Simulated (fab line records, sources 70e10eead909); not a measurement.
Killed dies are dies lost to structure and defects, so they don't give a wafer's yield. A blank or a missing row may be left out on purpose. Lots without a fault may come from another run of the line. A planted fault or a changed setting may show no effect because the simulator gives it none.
Chamber matching | flow nand_harc | NHARC_A_SGD_CUT_ETCH_58 on rie_diel-08: 4 sister chambers
The step etches the open film in CF4, target depth 39 nm, time 65 s. 8 wafers are shown with their chamber, then 8 later ones without.

WAFERS WITH THEIR CHAMBER
wafer  | chamber | drypump_motor_current_A (A) | showerhead_plenum_p_Torr (Torr)
L083.3 | 2       | 5.4                         | 1.89
L089.2 | 1       | 6.5                         | 1.81
L089.3 | 3       | 5.6                         | 1.78
L089.4 | 0       | 6.6                         | 1.79
L093.1 | 2       | 5.4                         | 1.88
L093.5 | 1       | 6.5                         | 1.81
L093.6 | 0       | 6.7                         | 1.79
L094.1 | 3       | 5.6                         | 1.78

WAFERS WITHOUT THEIR CHAMBER
wafer  | drypump_motor_current_A (A) | showerhead_plenum_p_Torr (Torr)
L094.3 | 5.4                         | 1.88
L094.6 | 5.4                         | 1.88
L096.2 | 6.6                         | 1.81
L096.4 | 6.7                         | 1.79
L096.5 | 6.7                         | 1.79
L097.1 | 5.6                         | 1.78
L097.3 | 6.5                         | 1.81
L097.5 | 6.7                         | 1.79

WHICH CHAMBER EACH WENT THROUGH
wafer  | from the rows above | in truth
L094.3 | 2                   | 2
L094.6 | 2                   | 2
L096.2 | 1                   | 1
L096.4 | 0                   | 0
L096.5 | 0                   | 0
L097.1 | 3                   | 3
L097.3 | 1                   | 1
L097.5 | 0                   | 0
Placed correctly: 8 of 8. Can't be placed from these rows: 0. Placed wrongly: 0.
How it was worked out, from the rows above alone: a wafer's distance from a chamber is the root of the sum, over the readings, of the square of ((its reading less the chamber's mean) divided by the reading's scatter). The wafer belongs to the nearest chamber; if the next one is less than 2 further off, it can't be placed. A chamber's mean is the mean of its shown wafers. The scatter: the root of (the sum of the squares of (reading less its chamber's mean) over the shown wafers, divided by (wafers less chambers)).
